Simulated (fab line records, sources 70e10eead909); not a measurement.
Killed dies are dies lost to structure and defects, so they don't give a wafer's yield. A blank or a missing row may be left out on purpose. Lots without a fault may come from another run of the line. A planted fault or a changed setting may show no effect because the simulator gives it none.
Which tool did it? | flow nand_harc | 24 lots, 72 wafers sampled, at 6 steps of a route of 1302

WHAT THE GAUGES READ, wafer by wafer
NHARC_P_STI_INSPECT_25.
lot  | measured     | on                | raw_defect_count
L074 | day 3 22:04  | defect_inspect-01 | 248 149 109
L075 | day 4 11:04  | defect_inspect-01 | 125 164 121
L076 | day 4 19:52  | defect_inspect-02 | 236 239 139
L077 | day 5 07:27  | defect_inspect-01 | 324 438 430
L078 | day 5 14:03  | defect_inspect-02 | 265 291 458
L079 | day 6 04:22  | defect_inspect-02 | 118 131 165
L080 | day 6 13:18  | defect_inspect-01 | 129 218 269
L081 | day 6 22:43  | defect_inspect-01 | 169 179 252
L082 | day 7 10:05  | defect_inspect-02 | 151 132 185
L083 | day 7 17:18  | defect_inspect-01 | 130 145 237
L084 | day 8 02:24  | defect_inspect-01 | 166 142 124
L085 | day 8 12:35  | defect_inspect-02 | 256 231 325
L086 | day 9 02:20  | defect_inspect-01 | 128 162 121
L087 | day 9 08:31  | defect_inspect-01 | 211 246 208
L088 | day 10 06:17 | defect_inspect-01 | 194 222 208
L089 | day 10 06:17 | defect_inspect-02 | 170 191 240
L090 | day 11 05:41 | defect_inspect-02 | 202 291 304
L091 | day 11 05:41 | defect_inspect-02 | 176 277 223
L092 | day 11 21:13 | defect_inspect-01 | 111 187 208
L094 | day 12 12:49 | defect_inspect-01 | 137 108 210
L093 | day 12 12:48 | defect_inspect-02 | 163 180 209
L095 | day 12 12:49 | defect_inspect-02 | 205 208 203
L096 | day 13 02:21 | defect_inspect-02 | 279 207 174
L097 | day 13 13:19 | defect_inspect-01 | 229 151 276

NHARC_P_GATE_OVL_MEAS_27.
lot  | measured     | on         | overlay_x_nm (nm) | overlay_y_nm (nm)
L074 | day 4 21:05  | overlay-01 | 0.0 -0.1 0.2      | -0.9 -0.6 -0.8
L075 | day 5 10:25  | overlay-02 | -2.4 -1.9 -1.4    | 1.1 0.8 0.2
L076 | day 5 18:53  | overlay-02 | 1.3 1.2 1.0       | 0.2 0.2 -0.1
L077 | day 6 10:14  | overlay-02 | -0.2 -0.1 -1.0    | -0.3 0.1 0.1
L078 | day 6 14:35  | overlay-02 | 0.2 -0.1 0.6      | 0.1 0.3 0.7
L079 | day 7 03:01  | overlay-02 | -0.6 -0.3 -0.7    | 0.5 0.1 0.1
L080 | day 7 11:52  | overlay-02 | -1.6 -1.3 -1.5    | -0.6 -0.3 -0.5
L081 | day 7 22:36  | overlay-02 | -0.2 -0.3 -0.3    | 0.1 0.3 0.5
L082 | day 8 10:31  | overlay-01 | -1.9 -1.9 -1.8    | -0.7 -0.5 -1.2
L083 | day 8 15:28  | overlay-01 | 2.1 2.1 1.6       | 0.9 1.3 1.3
L084 | day 9 08:51  | overlay-02 | -1.0 -1.3 -0.8    | -0.3 -0.5 -1.2
L085 | day 9 15:10  | overlay-02 | -0.9 -1.3 -0.8    | 0.0 -0.1 0.0
L086 | day 10 03:25 | overlay-01 | 1.1 1.1 1.3       | -0.3 0.0 0.6
L087 | day 10 06:52 | overlay-01 | 1.0 1.5 1.4       | -0.4 -0.2 0.2
L088 | day 11 12:38 | overlay-02 | 0.1 -0.2 -0.3     | 0.0 -0.4 0.0
L089 | day 11 11:59 | overlay-01 | -1.0 -0.3 -0.7    | 1.0 0.7 0.9
L090 | day 12 07:44 | overlay-02 | 1.0 -0.1 0.9      | 0.3 0.3 0.7
L091 | day 12 07:04 | overlay-02 | 0.9 0.4 0.6       | -1.1 -0.9 -1.3
L092 | day 12 23:09 | overlay-02 | -0.6 -0.5 -1.1    | -0.8 -1.5 -1.2
L094 | day 13 10:57 | overlay-01 | 1.1 0.6 0.8       | 0.1 0.3 0.2
L093 | day 13 11:43 | overlay-02 | -1.6 -1.5 -1.1    | -0.2 0.3 -0.2
L095 | day 13 11:06 | overlay-02 | 0.2 0.1 0.6       | 0.4 -0.1 0.3
L096 | day 14 01:47 | overlay-02 | -1.0 -0.5 -0.3    | 1.2 1.8 1.2
L097 | day 14 13:47 | overlay-01 | 0.4 0.6 0.7       | -0.6 -0.4 -0.4

NHARC_P_M0_THK_MEAS_24: measures by xrf.
lot  | measured     | on            | thk_nm (nm)
L074 | day 6 00:05  | film_metro-02 | 115.9 118.2 119.2
L075 | day 6 13:28  | film_metro-01 | 116.0 117.2 113.4
L076 | day 6 23:58  | film_metro-02 | 117.6 117.5 117.9
L077 | day 7 12:47  | film_metro-02 | 118.2 116.4 116.7
L078 | day 7 17:35  | film_metro-01 | 116.7 118.6 117.2
L079 | day 8 05:37  | film_metro-01 | 119.5 118.2 118.5
L080 | day 8 14:47  | film_metro-01 | 116.9 116.3 116.3
L081 | day 9 02:19  | film_metro-01 | 116.4 117.4 118.3
L082 | day 9 14:10  | film_metro-02 | 119.3 119.0 118.2
L083 | day 9 17:58  | film_metro-01 | 120.0 120.0 118.4
L084 | day 10 11:58 | film_metro-01 | 116.5 115.6 115.5
L085 | day 10 17:43 | film_metro-02 | 118.5 117.1 117.7
L086 | day 11 08:50 | film_metro-01 | 118.9 116.6 118.0
L087 | day 11 10:01 | film_metro-01 | 118.7 118.4 119.6
L088 | day 12 15:34 | film_metro-01 | 116.6 118.6 114.7
L089 | day 12 14:41 | film_metro-01 | 117.8 118.1 117.8
L090 | day 13 10:46 | film_metro-01 | 118.7 116.8 115.6
L091 | day 13 09:59 | film_metro-01 | 119.2 117.0 118.2
L092 | day 14 02:44 | film_metro-02 | 116.3 120.0 116.5
L094 | day 14 13:47 | film_metro-01 | 117.2 115.4 115.2
L093 | day 14 19:50 | film_metro-02 | 118.1 117.1 115.0
L095 | day 14 14:43 | film_metro-02 | 115.2 117.8 118.4
L096 | day 15 05:06 | film_metro-02 | 119.0 119.5 117.3
L097 | day 15 16:23 | film_metro-01 | 118.7 119.5 116.3

WHICH TOOL RAN EACH LOT (tool, then ch and the chambers of the sampled wafers, then the start)
lot  | NHARC_P_STI_ETCH_15              | NHARC_P_GATE_STRIP_108             | NHARC_P_M0_ETCH_34
L074 | rie_si-02 ch 0,1,3, day 2 20:25  | rie_diel-07 ch 0,2, day 4 21:52    | rie_diel-04 ch 1,3, day 5 21:50
L075 | rie_si-05 ch 0,2,3, day 3 06:47  | rie_diel-05 ch 1,2,3, day 5 11:08  | rie_diel-13 ch 0,1,2, day 6 11:15
L076 | rie_si-05 ch 1,2,3, day 3 17:49  | rie_diel-05 ch 1,2,3, day 5 19:37  | rie_diel-12 ch 0,2,3, day 6 21:40
L077 | rie_si-02 ch 1,2,3, day 4 04:24  | rie_diel-07 ch 2,3, day 6 10:58    | rie_diel-13 ch 0,1,2, day 7 10:31
L078 | rie_si-05 ch 1,3, day 4 11:41    | rie_diel-05 ch 0,1,2, day 6 15:21  | rie_diel-12 ch 1,2,3, day 7 15:10
L079 | rie_si-03 ch 0,1,2, day 4 22:36  | rie_diel-03 ch 0,1,2, day 7 03:46  | rie_diel-04 ch 1,2, day 8 03:22
L080 | rie_si-05 ch 0,3, day 5 09:09    | rie_diel-05 ch 0,1, day 7 12:35    | rie_diel-12 ch 0,1,3, day 8 12:22
L081 | rie_si-05 ch 0,1,3, day 5 17:32  | rie_diel-07 ch 2,3, day 7 23:23    | rie_diel-04 ch 1,2, day 9 00:06
L082 | rie_si-02 ch 0,1, day 6 05:55    | rie_diel-03 ch 1,2, day 8 11:17    | rie_diel-04 ch 2,3, day 9 11:52
L083 | rie_si-02 ch 0,2, day 6 14:58    | rie_diel-05 ch 1,3, day 8 16:15    | rie_diel-13 ch 2,3, day 9 15:44
L084 | rie_si-02 ch 0,1,3, day 7 00:49  | rie_diel-07 ch 1,2, day 9 09:34    | rie_diel-04 ch 1,2,3, day 10 09:41
L085 | rie_si-02 ch 1,2, day 7 10:05    | rie_diel-05 ch 0,1, day 9 15:53    | rie_diel-04 ch 0,2,3, day 10 15:30
L086 | rie_si-05 ch 0,1,2, day 7 21:32  | rie_diel-03 ch 0,1,3, day 10 04:10 | rie_diel-12 ch 0,1,2, day 11 06:32
L087 | rie_si-03 ch 0,2,3, day 8 06:05  | rie_diel-03 ch 0,1,2, day 10 07:34 | rie_diel-12 ch 0,1,3, day 11 07:44
L088 | rie_si-05 ch 2,3, day 8 15:38    | rie_diel-05 ch 1,2,3, day 11 13:22 | rie_diel-04 ch 1,3, day 12 13:20
L089 | rie_si-02 ch 0,1,2, day 9 03:02  | rie_diel-03 ch 0,1,2, day 11 12:43 | rie_diel-04 ch 0,2,3, day 12 12:27
L090 | rie_si-03 ch 2,3, day 9 13:40    | rie_diel-03 ch 0,3, day 12 08:28   | rie_diel-12 ch 1,2,3, day 13 08:32
L091 | rie_si-05 ch 0,1,2, day 9 22:17  | rie_diel-03 ch 1,2,3, day 12 07:47 | rie_diel-12 ch 0,1,2, day 13 07:46
L092 | rie_si-05 ch 0,1,2, day 10 12:50 | rie_diel-05 ch 0,1,3, day 13 00:13 | rie_diel-13 ch 1,2,3, day 14 00:30
L094 | rie_si-03 ch 0,1,3, day 11 05:51 | rie_diel-03 ch 0,3, day 13 11:41   | rie_diel-04 ch 1,2, day 14 11:32
L093 | rie_si-05 ch 0,1,2, day 11 06:01 | rie_diel-03 ch 0,2,3, day 13 12:29 | rie_diel-13 ch 1,2, day 14 17:37
L095 | rie_si-05 ch 1,2, day 11 13:55   | rie_diel-05 ch 0,2,3, day 13 11:51 | rie_diel-04 ch 0,1,3, day 14 12:25
L096 | rie_si-05 ch 1,2, day 12 00:53   | rie_diel-07 ch 0,3, day 14 02:31   | rie_diel-12 ch 0,1,2, day 15 02:34
L097 | rie_si-02 ch 0,3, day 12 10:27   | rie_diel-07 ch 1,2,3, day 14 14:32 | rie_diel-12 ch 1,2,3, day 15 14:10
- NHARC_P_STI_ETCH_15: etches the open film in HBr/Cl2, target depth 300 nm, time 100.1 s.
- NHARC_P_GATE_STRIP_108: strips in O2.
- NHARC_P_M0_ETCH_34: etches the open film in N2/H2, target depth 40 nm, overetch 12 nm, time 43.94 s.

WHAT THE TOOLS THEMSELVES READ (means of the sampled wafers that have a number; where no wafer has one, the mark that the record gives instead)
NHARC_P_STI_ETCH_15.
lot  | tool      | drypump_motor_current_A (A) | oes_product_au (a.u.) | throttle_valve_pct (%)
L074 | rie_si-02 | 5.5                         | 0.990                 | 26.402
L075 | rie_si-05 | 5.5                         | 0.990                 | 26.401
L076 | rie_si-05 | 5.4                         | 0.994                 | 26.403
L077 | rie_si-02 | 5.5                         | 0.993                 | 26.403
L078 | rie_si-05 | 5.2                         | 0.995                 | 26.413
L079 | rie_si-03 | 6.2                         | 1.004                 | 26.407
L080 | rie_si-05 | 5.5                         | 1.003                 | 26.409
L081 | rie_si-05 | 5.4                         | 0.989                 | 26.402
L082 | rie_si-02 | 5.7                         | 0.993                 | 26.407
L083 | rie_si-02 | 5.5                         | 0.992                 | 26.404
L084 | rie_si-02 | 5.6                         | 0.989                 | 26.403
L085 | rie_si-02 | 5.5                         | 0.991                 | 26.417
L086 | rie_si-05 | 5.5                         | 0.994                 | 26.415
L087 | rie_si-03 | 5.9                         | 0.994                 | 26.399
L088 | rie_si-05 | 5.4                         | 0.999                 | 26.410
L089 | rie_si-02 | 5.5                         | 0.992                 | 26.410
L090 | rie_si-03 | 5.4                         | 1.001                 | 26.401
L091 | rie_si-05 | 5.4                         | 0.999                 | 26.405
L092 | rie_si-05 | 5.4                         | 0.997                 | 26.413
L094 | rie_si-03 | 6.0                         | 0.999                 | 26.407
L093 | rie_si-05 | 5.4                         | 0.995                 | 26.396
L095 | rie_si-05 | 5.4                         | 1.010                 | 26.400
L096 | rie_si-05 | 5.4                         | 0.998                 | 26.406
L097 | rie_si-02 | 5.4                         | 0.995                 | 26.405

NHARC_P_GATE_STRIP_108.
lot  | tool        | drypump_motor_current_A (A) | oes_product_au (a.u.) | rf_vpp_V (V) | showerhead_plenum_p_Torr (Torr) | throttle_valve_pct (%)
L074 | rie_diel-07 | 6.0                         | 1.004                 | 57.4         | 3.47                            | 17.030
L075 | rie_diel-05 | 5.6                         | 1.000                 | 58.4         | 3.73                            | 17.035
L076 | rie_diel-05 | 5.6                         | 1.010                 | 59.2         | 3.73                            | 17.031
L077 | rie_diel-07 | 5.8                         | 1.005                 | 58.0         | 3.55                            | 17.042
L078 | rie_diel-05 | 5.7                         | 1.003                 | 58.4         | 3.70                            | 17.040
L079 | rie_diel-03 | 5.9                         | 0.997                 | 57.7         | 3.50                            | 17.034
L080 | rie_diel-05 | 6.2                         | 1.019                 | 57.5         | 3.64                            | 17.034
L081 | rie_diel-07 | 5.8                         | 0.997                 | 58.1         | 3.55                            | 17.032
L082 | rie_diel-03 | 6.3                         | 1.005                 | 58.8         | 3.62                            | 17.032
L083 | rie_diel-05 | 5.8                         | 1.004                 | 58.9         | 3.70                            | 17.048
L084 | rie_diel-07 | 5.5                         | 0.995                 | 57.1         | 3.41                            | 17.027
L085 | rie_diel-05 | 5.9                         | 1.003                 | 58.6         | 3.68                            | 17.036
L086 | rie_diel-03 | 5.5                         | 0.999                 | 57.3         | 3.39                            | 17.033
L087 | rie_diel-03 | 5.9                         | 1.006                 | 57.0         | 3.50                            | 17.033
L088 | rie_diel-05 | 5.6                         | 1.000                 | 58.9         | 3.72                            | 17.033
L089 | rie_diel-03 | 5.9                         | 1.003                 | 57.4         | 3.50                            | 17.033
L090 | rie_diel-03 | 5.3                         | 1.001                 | 58.0         | 3.44                            | 17.034
L091 | rie_diel-03 | 5.9                         | 1.007                 | 57.7         | 3.50                            | 17.032
L092 | rie_diel-05 | 6.0                         | 1.000                 | 58.9         | 3.66                            | 17.039
L094 | rie_diel-03 | 5.4                         | 0.994                 | 57.4         | 3.43                            | 17.033
L093 | rie_diel-03 | 5.8                         | 1.008                 | 58.1         | 3.55                            | 17.035
L095 | rie_diel-05 | 5.8                         | 0.999                 | 57.2         | 3.68                            | 17.035
L096 | rie_diel-07 | 6.2                         | 1.005                 | 58.6         | 3.53                            | 17.039
L097 | rie_diel-07 | 5.7                         | 1.001                 | 57.9         | 3.47                            | 17.048

NHARC_P_M0_ETCH_34.
lot  | tool        | drypump_motor_current_A (A) | n2_flow_sccm (sccm) | oes_product_au (a.u.) | rf_vpp_V (V) | showerhead_plenum_p_Torr (Torr) | throttle_valve_pct (%)
L074 | rie_diel-04 | 5.9                         | 150.0               | 0.986                 | 430.7        | 2.07                            | 14.176
L075 | rie_diel-13 | 5.8                         | 150.2               | 0.997                 | 429.7        | 1.99                            | 14.169
L076 | rie_diel-12 | 5.9                         | 150.3               | 1.001                 | 431.2        | 2.02                            | 14.168
L077 | rie_diel-13 | 5.8                         | 149.8               | 1.008                 | 428.8        | 1.99                            | 14.179
L078 | rie_diel-12 | 5.8                         | 150.3               | 1.009                 | 431.2        | 2.07                            | 14.171
L079 | rie_diel-04 | 5.5                         | 149.7               | 0.992                 | 432.1        | 2.11                            | 14.166
L080 | rie_diel-12 | 5.4                         | 149.9               | 1.004                 | 430.9        | 2.04                            | 14.167
L081 | rie_diel-04 | 5.3                         | 150.3               | 0.995                 | 431.4        | 2.07                            | 14.171
L082 | rie_diel-04 | 5.9                         | 150.3               | 0.989                 | 432.9        | 2.13                            | 14.178
L083 | rie_diel-13 | 5.2                         | 149.8               | 1.002                 | 431.7        | 2.09                            | 14.174
L084 | rie_diel-04 | 5.7                         | 149.8               | 0.989                 | 431.3        | 2.08                            | 14.171
L085 | rie_diel-04 | 6.2                         | 149.8               | 0.992                 | 430.9        | 2.04                            | 14.167
L086 | rie_diel-12 | 5.4                         | 149.9               | 1.004                 | 428.3        | 1.96                            | 14.177
L087 | rie_diel-12 | 5.4                         | 149.8               | 1.002                 | 430.1        | 2.03                            | 14.176
L088 | rie_diel-04 | 5.5                         | 149.9               | 1.003                 | 430.7        | 2.04                            | 14.176
L089 | rie_diel-04 | 6.2                         | 150.1               | 0.994                 | 430.3        | 2.03                            | 14.172
L090 | rie_diel-12 | 5.8                         | 149.7               | 0.995                 | 431.0        | 2.06                            | 14.165
L091 | rie_diel-12 | 5.4                         | 149.8               | 0.998                 | 428.7        | 1.96                            | 14.175
L092 | rie_diel-13 | 5.3                         | 150.1               | 0.996                 | 429.9        | 2.04                            | 14.167
L094 | rie_diel-04 | 5.5                         | 150.2               | 1.002                 | 432.1        | 2.10                            | 14.174
L093 | rie_diel-13 | 5.5                         | 150.0               | 1.009                 | 428.1        | 1.98                            | 14.173
L095 | rie_diel-04 | 6.0                         | 150.1               | 0.999                 | 429.2        | 1.99                            | 14.177
L096 | rie_diel-12 | 5.4                         | 150.2               | 1.005                 | 428.8        | 1.95                            | 14.171
L097 | rie_diel-12 | 5.8                         | 150.1               | 1.001                 | 431.5        | 2.05                            | 14.178

THE ANSWER, worked out from the rows above alone
Rule: what is usual is taken from the lots themselves. Put in order of their means at a reading, lots are off if they are a third of the lots or fewer, leave a main group of 4 or more, and stand apart from it by a gap of 3 or more times the standard deviation of the main group's means; of several such gaps the widest counts. A main group whose means are all the same, to the digits that the tables above print for the reading, isn't used. A lot without any number at a reading at which 4 lots or more have one is off too. The other lots that the step has rows for count as sound. The gauges are gone through in route order, then the tools' own readings, and for those a lot's mean is taken as printed above. The first step at which some lot is off is used, and at that step the reading that is off furthest; a lot without a number counts as furthest.
No lot is off at any reading shown: from this, nothing can be told.

WHAT THE SIMULATOR HAD PUT IN
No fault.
